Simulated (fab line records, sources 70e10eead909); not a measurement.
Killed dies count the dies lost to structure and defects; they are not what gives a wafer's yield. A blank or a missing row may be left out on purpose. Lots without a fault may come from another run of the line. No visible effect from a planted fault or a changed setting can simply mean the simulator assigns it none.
Matching of chambers | flow nandHarc | 4 sister chambers for NHARC_P_CONTACT_DESCUM_17 on rieDiel-13
The step chemistry O2, time 3 s. 4 wafers are shown with their chamber, then 9 later ones without.

WAFERS WITH THEIR CHAMBER
wafer  | chamber | showerheadPlenumPTorr (Torr)
L078.2 | 2       | 1.99
L078.6 | 1       | 1.82
L082.5 | 0       | 2.04
L082.6 | 3       | 1.96

WAFERS MISSING THEIR CHAMBER
wafer  | showerheadPlenumPTorr (Torr)
L089.3 | 1.96
L089.4 | 1.82
L089.5 | 1.96
L093.1 | 2.03
L093.4 | 1.82
L093.6 | 2.03
L094.2 | 1.99
L094.3 | 2.03
L094.4 | 1.82

THE CHAMBER EACH PASSED THROUGH
wafer  | from the rows above | in truth
L089.3 | 3                   | 3
L089.4 | 1                   | 1
L089.5 | 3                   | 3
L093.1 | 0                   | 0
L093.4 | 1                   | 1
L093.6 | 0                   | 0
L094.2 | 2                   | 2
L094.3 | 0                   | 0
L094.4 | 1                   | 1
Correctly placed: 9 of 9. Can't be placed from these rows: 0. Wrongly placed: 0.
How it was worked out, from the rows above alone: a wafer's distance from a chamber is the root of the sum, over the readings, of the square of ((its reading less the chamber's mean) divided by the reading's scatter). The wafer belongs to the nearest chamber; if the next one is less than 2 further off, it can't be placed. A chamber's mean is the mean of its shown wafers. The scatter (one wafer shown for each chamber): square how far every hidden wafer sits from the nearest shown wafer, average those squares and take the square root.
